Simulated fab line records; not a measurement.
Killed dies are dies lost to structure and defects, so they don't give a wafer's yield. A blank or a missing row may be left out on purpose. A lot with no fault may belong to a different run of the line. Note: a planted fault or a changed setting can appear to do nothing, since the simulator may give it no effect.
fab line records | flow n5_finfet
[record] lots = 4 | wafers = 12 | last_day = 17
route steps=1938 shown BEOL_M3@1009 BEOL_M4@1021 PASSIVATION@1936
lots that met no fault: taken from a fault-free run of the same line
start_h: start of the lot's first displayed wafer, in hours after the record's first day | wait_h: hours since the lot's step before | " unchanged from the row above | L1.1+2: a row that stands for several wafers | - no value, or no start given | * or withheld: withheld | < > ~ a bound
route shown NAME@n: NAME is a module with steps in the file, n the number in the route of the first one | usual: the fault-free wafers' mean and standard deviation | same: alike in all rows | chamber/n: place in a boat | sites: readings site by site | _std_site: the values' standard deviation | _edge_site: outer sites' mean less inner sites' | radius_mm: how far each site lies from the wafer's centre | mask NAME#n: copy n | behind: tool/chamber where the wafer was last shaped | hold: why the lot was held/for how many hours/how that ended | device: whichever transistor did not switch (one of n, p or np) | end of line: tests run on the same wafers once the route is complete | a step without rows: its recipe alone | killed: not the wafer's yield, but the dies lost to structure and defects at the first sort | map: the dies of a wafer, with x for killed, . for not killed, _ for no die there
set.NAME: the setting as run; set.NAME@STEP: as run at that earlier step | model.NAME: the simulator's own value behind a step, which no gauge read
lots seen at some steps along the route; tables by step, rows by wafer
services: from which hour (start_h, from the record's first day; less than 0 if before it) a tool's chamber was out of use, for how many hours, and why
[[steps]]
[step N5_BEOL_M3_ANNEAL_95]
[recipe] temp_c = 400 | time_s = 240 | ambient = vacuum
[step N5_BEOL_M3_SPUTTER_96]
[recipe] material = Cu | target_thk_a = 45 | temp_c = -20 | chamber_pressure_pa = 0.07 | power_w = withheld | time_s = 8.29
[step N5_BEOL_M3_ECD_50]
[recipe] material = Cu | target_thk_a = 3000
[step N5_BEOL_M3_ANNEAL_51]
[recipe] temp_c = 225 | time_s = 90 | ambient = N2
[step N5_BEOL_M3_CMP_52]
[recipe] stop_on = SiOC | t_overpolish_s = 6.8 | down_force_psi = 1 | platen_rpm = 50 | clearing_platen_down_force_psi = 1.5 | clearing_platen_rpm = 50 | post_cmp_clean = cu_alkaline | target_thk_nm = 40 | clearing_platen_pad_velocity_m_s = 0.99484 | pad_velocity_m_s = 0.99484
[step N5_BEOL_M3_PRE_CLEAN_60]
[recipe] gas = NH3/H2 | time_s = 15 | temp_c = * | rf_power_w = 300
[step N5_BEOL_M3_CO_CAP_55]
[recipe] material = Co | target_thk_a = 20 | temp_c = 200 | precursor = CCTBA/H2 | pressure_torr = 30 | time_s = 102.1
[step N5_BEOL_M3_PRE_CLEAN_56]
[recipe] gas = NH3 | time_s = 15 | temp_c = withheld | rf_power_w = 300
[step N5_BEOL_M3_DEP_57]
[recipe] material = SiCN | target_thk_a = 80 | temp_c = withheld | precursor = 3MS/NH3 | pressure_torr = 3 | rf_w = 202 | time_s = 14
[step N5_BEOL_M4_ILD_DEP_00]
[recipe] material = SiOC | target_thk_a = 790 | temp_c = 350 | precursor = DEMS/O2 | pressure_torr = 5 | rf_w = 500 | time_s = 15.3
[usual] heater_power_w = 488/91 | showerhead_plenum_p_Torr = 5.691/0.012 | throttle_valve_pct = 12.0/0.61
lot.wafer | tool     | chamber | start_h | wait_h | heater_power_w | showerhead_plenum_p_Torr | throttle_valve_pct | model.SiOC_of_BEOL_M4_ILD_DEP_00.thk_nm
L109.2    | pecvd-03 | 1       | 205.28  | 0.0    | 312            | 5.691                    | 11.3               | 78.8
L109.3    | "        | 0       | "       | "      | 372            | 5.694                    | 13.5               | 79.6
L109.5    | "        | 2       | "       | "      | 564            | 5.690                    | 11.5               | 81
L117.1    | pecvd-03 | 1       | 251.84  | 0.0    | 313            | 5.696                    | 11.1               | 78.2
L117.2    | "        | 2       | "       | "      | 559            | 5.686                    | 11.9               | 103
L117.4    | "        | 2       | "       | "      | 555            | 5.693                    | 11.5               | 104.2
L118.2    | pecvd-03 | 2       | 258.87  | 0.0    | 511            | 5.694                    | 11.6               | 102.4
L118.3    | "        | 1       | "       | "      | 311            | 5.694                    | 11.3               | 77.6
L118.6    | "        | 2       | "       | "      | 544            | 5.693                    | 11.3               | 77.6
L124.2    | pecvd-02 | 1       | 305.62  | 0.0    | 433            | 5.695                    | 12.1               | 78.4
L124.4    | "        | 2       | "       | "      | 590            | 5.687                    | 11.8               | 81
L124.6    | "        | 0       | "       | "      | 590            | 5.684                    | 11.8               | 79.8
[step N5_BEOL_M4_THK_MEAS_01]
[recipe] reads = SiOC_of_BEOL_M4_ILD_DEP_00
[usual] M4_ILD_THK = 79.1/1
lot.wafer | tool          | chamber | start_h | wait_h | M4_ILD_THK[nm]
L109.2    | film_metro-01 | -       | 205.35  | 0.1    | 78.8
L109.3    | "             | -       | "       | "      | 79.6
L109.5    | "             | -       | "       | "      | 81.0
L117.1    | film_metro-02 | -       | 251.90  | 0.0    | 78.2
L117.2    | "             | -       | "       | "      | 103.1
L117.4    | "             | -       | "       | "      | 104.2
L118.2    | film_metro-02 | -       | 258.93  | 0.1    | 102.3
L118.3    | "             | -       | "       | "      | 77.6
L118.6    | "             | -       | "       | "      | 77.7
L124.2    | film_metro-02 | -       | 305.69  | 0.1    | 78.5
L124.4    | "             | -       | "       | "      | 80.9
L124.6    | "             | -       | "       | "      | 79.8
[step N5_BEOL_M4_PECVD_72]
[recipe] material = SiO2 | target_thk_a = 160 | temp_c = 400 | precursor = TEOS/O2 | pressure_torr = 5.5 | rf_w = 450 | teos_flow_sccm = 53.8 | gas = O2 | flow_sccm = 3000 | time_s = 18
[step N5_BEOL_M4_HM_DEP_02]
[recipe] material = TiN | target_thk_a = 200 | temp_c = 25 | chamber_pressure_pa = 0.49996
[step N5_BEOL_M4_COAT_61]
[recipe] resist = SOC | temp_c = 250 | time_s = 60 | spin_rpm = 1500 | resist_thk_nm = 60
[step N5_BEOL_M4_COAT_62]
[recipe] resist = SiARC | temp_c = 220 | time_s = 60 | spin_rpm = 1500 | resist_thk_nm = 12
[step N5_BEOL_M4_COAT_73]
[recipe] resist = underlayer | temp_c = 205 | time_s = 60 | spin_rpm = 1500 | resist_thk_nm = 5
[step N5_BEOL_M4_COAT_05]
[recipe] resist = CAR-EUV | spin_rpm = 1500 | resist_thk_nm = 30
[step N5_BEOL_M4_EBR_07]
[recipe] solvent = PGMEA | ebr_width_mm = 1.5
[step N5_BEOL_M4_SOFTBAKE_06]
[recipe] temp_c = 110 | time_s = 60 | resist = CAR-EUV
[step N5_BEOL_M4_EXPOSE_08]
[recipe] mask_id = M4 | na = 0.33 | source_shape = dipole | sigma_inner = 0.369 | sigma_outer = 0.767 | polarization = unpolarized | dose_mj = 41.25
[step N5_BEOL_M4_PEB_09]
[recipe] peb_temp_c = 100 | peb_time_s = 60 | resist = CAR-EUV
[step N5_BEOL_M4_DEVELOP_10]
[recipe] develop_time_s = 30 | developer = TMAH | resist = CAR-EUV | rinse_liquid = surfactant_rinse | dry = air_spin | dev_temp_c = 23
[step N5_BEOL_M4_DESCUM_16]
[recipe] chemistry = O2 | time_s = 7 | source_power_w = 50 | bias_power_w = 20 | pressure_mtorr = 20 | rf_frequency_hz = 2.712e+07 | temp_c = 40 | resist = CAR-EUV | o2_flow_sccm = 225
[step N5_BEOL_M4_ETCH_74]
[recipe] chemistry = N2/H2 | target = underlayer | target_depth_a = 65 | mask_material = CAR-EUV | time_s = 5.2 | ion_energy_ev = 200 | pressure_mtorr = 30 | source_w = 840 | bias_w = 150 | n2_flow_sccm = 200 | h2_flow_sccm = 200 | ends = cleared
[step N5_BEOL_M4_ETCH_63]
[recipe] chemistry = CF4 | target = SiARC | target_depth_a = 156 | mask_material = CAR-EUV | time_s = 26 | ion_energy_ev = 80 | pressure_mtorr = 40 | source_w = 545 | bias_w = 36 | Ar_flow_sccm = 100 | cf4_flow_sccm = 100 | ends = cleared
[step N5_BEOL_M4_ETCH_64]
[recipe] chemistry = N2/H2 | target = SOC | target_depth_a = 750 | overetch_a = 225 | mask_material = SiARC | temp_c = 40 | time_s = 121.9 | ion_energy_ev = 200 | pressure_mtorr = 30 | source_w = 840 | bias_w = 150 | n2_flow_sccm = 200 | h2_flow_sccm = 200
[step N5_BEOL_M4_STRIP_65]
[recipe] chemistry = N2/H2 | temp_c = 40 | n2_flow_sccm = 200 | h2_flow_sccm = 200 | rf_frequency_hz = 6e+07
[step N5_BEOL_M4_STRIP_75]
[recipe] chemistry = N2/H2 | temp_c = 40 | n2_flow_sccm = 200 | h2_flow_sccm = 200 | rf_frequency_hz = 6e+07
[step N5_BEOL_M4_STRIP_66]
[recipe] chemistry = CF4 | resist = SiARC | power_w = 300 | bias_power_w = 75 | pressure_mtorr = 50 | cf4_flow_sccm = 150 | rf_frequency_hz = 6e+07
[step N5_BEOL_M4_HM_OPEN_17]
[recipe] chemistry = Cl2/BCl3 | target_depth_a = 200 | overetch_a = 60 | target = TiN | mask_material = SOC | ion_energy_ev = 150 | pressure_mtorr = 10 | icp_w = 1000 | bias_w = 126 | Cl2_flow_sccm = 53.25 | bcl3_flow_sccm = 21.75 | Ar_flow_sccm = 25
[step N5_BEOL_M4_STRIP_19]
[recipe] chemistry = O2 | power_w = 400 | temp_c = 40 | pressure_mtorr = 30 | rf_frequency_hz = 6e+07 | bias_power_w = 0 | overash_fraction = 0.2 | o2_flow_sccm = 225
[step N5_BEOL_M4_COAT_67]
[recipe] resist = SOC | temp_c = 250 | time_s = 60 | spin_rpm = 1500 | resist_thk_nm = 60
[step N5_BEOL_M4_COAT_68]
[recipe] resist = SiARC | temp_c = 220 | time_s = 60 | spin_rpm = 1500 | resist_thk_nm = 12
[step N5_BEOL_M4_COAT_76]
[recipe] resist = underlayer | temp_c = 205 | time_s = 60 | spin_rpm = 1500 | resist_thk_nm = 5
[step N5_BEOL_M4_COAT_22]
[recipe] resist = CAR-EUV | spin_rpm = 1500 | resist_thk_nm = 30
[step N5_BEOL_M4_CMP_52]
[recipe] stop_on = SiOC | t_overpolish_s = 6.8 | down_force_psi = 1 | platen_rpm = 50 | clearing_platen_down_force_psi = 1.5 | clearing_platen_rpm = 50 | post_cmp_clean = cu_alkaline | target_thk_nm = 40 | clearing_platen_pad_velocity_m_s = 0.99484 | pad_velocity_m_s = 0.99484
[usual] motor_current_A = 5.8/0.47 | pad_life_wafers = 1192/660 | slurry_filter_dp_kPa = 13.49/0.13
lot.wafer | tool   | chamber | start_h | wait_h | motor_current_A | pad_life_wafers | slurry_filter_dp_kPa | model.SiOC_of_BEOL_M4_ILD_DEP_00.thk_nm
L109.2    | cmp-04 | 3       | 218.52  | 0.3    | 5.1             | 1754            | 13.42                | 75.8
L109.3    | "      | 0       | "       | "      | 5.8             | 1755            | 13.47                | 76.6
L109.5    | "      | 2       | "       | "      | 6.3             | -               | 13.54                | 78
L117.4    | cmp-04 | 0       | 265.72  | 0.1    | 5.8             | 120             | 13.35                | 101.2
L117.2    | "      | 1       | "       | "      | 6.2             | 121             | 13.42                | 100
L117.1    | "      | 2       | "       | "      | 6.2             | 122             | 13.62                | 75.2
L118.3    | cmp-03 | 2       | 268.95  | 0.2    | 6.3             | 691             | 13.53                | 74.6
L118.2    | "      | 0       | "       | "      | 5.7             | 693             | 13.47                | 99.4
L118.6    | "      | 1       | "       | "      | 5.1             | -               | 13.57                | 74.6
L124.4    | cmp-03 | 0       | 320.84  | 0.1    | 6.1             | 1098            | 13.63                | 78
L124.2    | "      | 2       | "       | "      | 5.8             | 1100            | 13.48                | 75.4
L124.6    | "      | 0       | "       | "      | 6.3             | -               | 13.64                | 76.8
[step N5_BEOL_M4_RC_MEAS_101]
[usual] CHAIN_V3 = 228/9.6 | CHAIN_V3_max_site = 237/10 | DIBL_N = 36.1/1.5 | DIBL_P = 36.1/1.9 | IOFF_N = 0.159/0.029 | IOFF_P = 0.21/0.038 | ION_N = 675/11 | ION_P = 464/8.1 | SS_N = 71.5/0.57 | SS_P = 73.3/0.64 | VT_N = 249/3.1 | VT_P = -250/3.8
lot.wafer | tool      | chamber | start_h | wait_h | CHAIN_V3[ohm/link] | CHAIN_V3_max_site[ohm/link] | DIBL_N[mV/V] | DIBL_P[mV/V] | IOFF_N[nA/um] | IOFF_P[nA/um] | ION_N[uA/um] | ION_P[uA/um] | SS_N[mV/dec] | SS_P[mV/dec] | VT_N[mV] | VT_P[mV]
L109.2    | prober-02 | 0       | 219.24  | 0.2    | 220                | 230                         | 35.0         | 34.7         | 0.118         | 0.18          | 663          | 461          | 71.4         | 72.0         | 255      | -255
L109.3    | "         | 0       | "       | "      | 230                | 243                         | 35.2         | 35.0         | 0.128         | 0.19          | 659          | 454          | 71.9         | 72.3         | 252      | -250
L109.5    | "         | 0       | "       | "      | 232                | 234                         | 34.5         | 34.3         | 0.118         | 0.18          | 666          | 462          | 71.0         | 72.7         | 254      | -254
L117.1    | prober-01 | 0       | 266.33  | 0.0    | 241                | 252                         | 34.7         | 34.6         | 0.135         | 0.19          | 668          | 461          | 70.5         | 72.9         | 250      | -252
L117.2    | "         | 0       | "       | "      | -                  | -                           | 37.2         | 38.2         | 0.185         | 0.26          | 678          | 470          | 71.8         | 73.7         | 246      | -247
L117.4    | "         | 0       | "       | "      | -                  | -                           | 34.4         | 33.9         | 0.128         | 0.19          | 657          | 456          | 70.9         | 73.0         | 254      | -251
L118.2    | prober-01 | 0       | 269.68  | 0.2    | -                  | -                           | 38.5         | 38.9         | 0.187         | 0.21          | 665          | 456          | 72.4         | 73.6         | 249      | -254
L118.3    | "         | 0       | "       | "      | 219                | 236                         | 36.2         | 37.3         | 0.151         | 0.18          | 662          | 446          | 71.6         | 72.8         | 254      | -256
L118.6    | "         | 0       | "       | "      | 227                | 247                         | 37.5         | 38.5         | 0.180         | 0.20          | 678          | 460          | 72.7         | 73.3         | 248      | -253
L124.2    | prober-01 | 0       | 321.60  | 0.2    | 245                | 250                         | 36.2         | 37.9         | 0.192         | 0.27          | 679          | 475          | 71.6         | 74.0         | 246      | -244
L124.4    | "         | 0       | "       | "      | 245                | 253                         | 34.7         | 35.0         | 0.153         | 0.21          | 683          | 473          | 71.3         | 73.3         | 249      | -250
L124.6    | "         | 0       | "       | "      | 238                | 249                         | 36.2         | 36.5         | 0.183         | 0.23          | 682          | 463          | 71.3         | 74.1         | 248      | -248
// sites CHAIN_V3 radius_mm=0,75,75,75,75,140,140,140,140
L109.2 224 220 225 230 229 210 220 216 211
L117.1 241 245 252 252 240 242 217 232 235
L124.2 249 247 245 239 250 242 243 236 245
[step N5_PASSIVATION_PROBE_49]
[usual] defect_limited_yield = 91.5/1.6 | killed_at_M0_to_M3 = 33/10 | killed_at_M4_up = 13/5.6 | killed_at_contacts = 13/6 | killed_at_front_end = 39/12 | killed_at_other = 3.0/2.8 | killed_dies = 101/19 | killed_open = 65/13 | killed_short = 32/8.3 | sort_bin_5_function = 5.0/1 | sort_bin_6_memory = 3.1/0.69 | sort_n_pass = 1079/19 | sort_yield_pct = 91.5/1.6
[same] gross_dies = 1180 | killed_at_back_side = 0 | sort_bin_4_leakage[%] = 0 | sort_bin_8_speed[%] = 0
lot.wafer | tool      | chamber | start_h | wait_h | defect_limited_yield[%] | killed_at_M0_to_M3 | killed_at_M4_up | killed_at_contacts | killed_at_front_end | killed_at_other | killed_dies | killed_open | killed_short | sort_bin_5_function[%] | sort_bin_6_memory[%] | sort_n_pass | sort_yield_pct[%]
L117.2    | prober-02 | -       | 363.88  | 0.1    | 52.2                    | 48                 | 458             | 19                 | 38                  | 1               | 564         | 67          | 39           | 42.8                   | 3.9                  | 616         | 52.2
L117.4    | prober-02 | -       | 363.98  | 0.2    | 51.3                    | 40                 | 462             | 23                 | 49                  | 1               | 575         | 74          | 42           | 43.6                   | 3.8                  | 605         | 51.3
L118.2    | prober-02 | -       | 389.54  | 0.1    | 54.7                    | 19                 | 469             | 11                 | 34                  | 1               | 534         | 47          | 28           | 42.9                   | 2.2                  | 646         | 54.7
// killed by level:class
L117.2 BEOL_M4:area_dep=445 BEOL_M2:geometric_particle:open=15 MOL_CONTACT_COAG:geometric_particle:open=13 HKMG_FIN:area_etch=10 BEOL_M1:geometric_particle:short=7 BEOL_M0_SAQP:geometric_particle:open=6 STI_FIN_REVEAL:geometric_particle:open=5 MOL_CONTACT_COAG:geometric_particle:short=5
L117.4 BEOL_M4:area_dep=448 MOL_CONTACT_COAG:geometric_particle:open=16 BEOL_M0_SAQP:geometric_particle:short=14 BEOL_M2:geometric_particle:open=10 HKMG_FIN:area_etch=10 STI_FIN_REVEAL:geometric_particle:open=7 BEOL_M0_SAQP:geometric_particle:open=7 FIN_SAQP:geometric_particle:short=6
L118.2 BEOL_M4:area_dep=454 GATE_CUT:geometric_particle:short=6 MOL_CONTACT_COAG:geometric_particle:open=6 BEOL_M0_SAQP:geometric_particle:open=6 BEOL_M3:geometric_particle:open=6 FIN_CUT:geometric_particle:short=4 FIN_CUT:geometric_particle:open=4 STI_FIN_REVEAL:geometric_particle:open=4
// map L117.4 (x killed, . not)
_________________............________________
______________..........x.x....x_____________
___________.x....x............x.x.x__________
__________........x....xx.x........._________
________...........x....x...x........._______
_______........xx.....xx.xxx.xx........______
______.....x..x...xx.xxxxx...x..x......._____
_____.x........xxxxxxxxxxx......x......x.____
____......x....xxxxxxxxxxxxx.x.xx........x___
___....x..xx.x.xx.xxxxxxxxxxxxxx..x..x.x...__
___...x.xx..x.xxxxxxxxxxxxxxxxx..xxxx.x...x__
__..........xxxxxxxxxxxxxxxxxxxxxxxx..xx...._
__.....xx...xxxxxxxxxxxxxxxxxxxxxxx.xx.x...._
_.....xx.x.xxxxxxxxxxxxxxxxxxxxxxxxx......x..
_.....x.xxxxxxxxxxxxxxxxxxxxxxxxxxx....x.....
_......xx.xxxxxxxxxxxxxxxxxxxxxxxxxx.x.......
_.........xxxxxxxxxxxxxxxxxxxxx.xxxxx.....x..
_...x..x..xxxxxxxxxxxxxxxxxxxxxxxxxxx......x.
_.x......xxxxxxxxxxxxxxxxxxxxxxxxxxxx........
_x....x..xxxxxxxxxxxxxxxxxxxxxxxxx..x........
_........x.xxxxxxxxxxxxxxxxxxxxxxxxxx...x....
__......x.xxx.xxxxxxxxxxxxxxxxxxxxxxx....x.x_
__..........xxxxxxxxxxxxxxxxxxxxxx..x.xx...._
___x..x..x.x.xx.xxxxxxxxxxxxx.xx.x.x.x.....__
___.......xx.xxxxxxxxxxxxxxxxxxxxx..x......__
____....xx...xxxxxxxxxxxxxxx..xxxx...xx.x.___
_____.......x...xxxxx.x..xx.xx...........____
______...xxx.x...xxxx.xxxx.x....x......._____
_______...........x..xx..xxxxxx...x..x.______
________....x..x....x..xx...x.....x..x_______
__________.............x............_________
___________..........x.....x.......__________
______________.................._____________
_________________..x....x....________________
// map L118.2 (x killed, . not)
_________________...x........________________
______________...x.............._____________
___________...x..............x....x__________
__________......x...........x......._________
________.....x........................_______
_______..............xx......x........x______
______.........x.x.x.xx.xxxxx.x........._____
_____.......x...xx.xxxx..xxxxxxx.........____
____..........x...xxx.xxxxxxx..x.....x.x..___
___.....x.xxx.xxxxxxx.xxxxx.x.xxxxx...x....__
___.........x.xxxxxxxxxxxxxxxxxxxxx........__
__........xxxxxxxxxxxxxxxxxxxxxxxxx.x.x....._
__...x.x.x.x.xxxxxxxxxxxxxxxxxxxxxx........._
_.......x.x.xxxxxxxxxxxxxxxxxxxxxxxxx.x......
_.......x.xx.xxxxxxxxxxxxxxxxxxx.xx.x.x......
_........xx.xxxxxxxxxxxxxxxxxxxxxxxxx........
_...x...xxxxxxxxxxxxxxxxxxxxxxxxxx..xx.......
_..x....xxx.xxxxxxxxxxxxxxxxxxxxxxxxxx.......
_x.....xx.x.xxxxxxxxxxxxxxxxxxxxxxxx.x.....x.
_.....x...x.xxxxxxxxxxxxxxxxxxxxxxxx..x......
_.......xxxx.xxxxxxxxxxxxxxxxxxxxxxxx......x.
__x........xxxxxxxxxxxxxxxxx.xxxxxx.x......._
__.x.....xx.xxxxxxxxxxxxxxxxxxxxxx.xx...x..._
___.....x...x.xx.xxxxxxxxxxxxxxxx.xx.......__
___x.......xx.xxxxxxxxxxxxx.xxxxx.xx.......__
____.......x...xxx.xxxxxxxxxxxx..x........___
_____.......xx.xx...xxxxxxx.x...x........____
______......x.xxx...xx.x.xx.x.xxx......x_____
_______.....x......x........x..x.......______
________.........x..x..xx.....x....x.._______
__________............x..x.........._________
___________.....x................x.__________
______________x..............x.._____________
_________________x...........________________
[[services]]
tool     | chamber | start_h | hours | kind
cmp-03   | -       | 182.06  | -     | consumable_replace:conditioner
cmp-03   | -       | 182.06  | -     | consumable_replace:pad
cmp-04   | -       | 182.35  | 0.4   | repair
cmp-04   | -       | 189.92  | 0.3   | repair
cmp-04   | -       | 203.12  | 2.8   | repair
pecvd-03 | 0       | 218.77  | 14.6  | repair
pecvd-03 | -       | 232.87  | 3.7   | repair
cmp-04   | -       | 245.69  | 4.0   | pm
cmp-04   | -       | 249.69  | -     | consumable_replace:conditioner
cmp-04   | -       | 249.69  | -     | consumable_replace:pad
pecvd-02 | -       | 278.99  | 1.1   | repair
pecvd-02 | 0       | 297.90  | 5.5   | scheduled_down
cmp-04   | -       | 299.37  | 0.3   | repair
[[key]]
[first_sign] step = N5_BEOL_M4_THK_MEAS_01 | reading = M4_ILD_THK | direction = up | sigmas = 24 | usual = 79.1 | struck = 103.2
[effect] step = N5_BEOL_M4_RC_MEAS_101 | reading = CHAIN_V3 | direction = missing
[effect] step = N5_BEOL_M4_RC_MEAS_101 | reading = CHAIN_V3_max_site | direction = missing
[effect] step = N5_PASSIVATION_PROBE_49 | reading = killed_at_M4_up | direction = up | sigmas = 81 | usual = 13 | struck = 463
[model_effect] step = N5_BEOL_M4_ILD_DEP_00 | value = SiOC_of_BEOL_M4_ILD_DEP_00.thk_nm | without = 78.27 | struck = 103.2
[model_effect] step = N5_BEOL_M4_CMP_52 | value = SiOC_of_BEOL_M4_ILD_DEP_00.thk_nm | without = 75.27 | struck = 100.2
[more_kills_born_at] N5_BEOL_M4_ILD_DEP_00@pecvd-03 = 1347
met_at N5_BEOL_M4_ILD_DEP_00
struck_wafers L117.2,L117.4,L118.2
[baseline_loss] step = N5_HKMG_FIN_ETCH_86 | wafers = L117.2
onset_between 205.28 251.84
[fault] kind = process_parameter_drift | tool = pecvd-03 | chamber = - | onset_h = 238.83 | steps = N5_BEOL_M4_ILD_DEP_00 | channel = time_s | offset = * | shape = step | end_h = 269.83 | scope = struck_wafers_only | acts_in = * | stated = *
// baseline_loss: these wafers lose ten dies or more at that step, a loss of the line's own and not of a fault; the sort's usual values leave them out
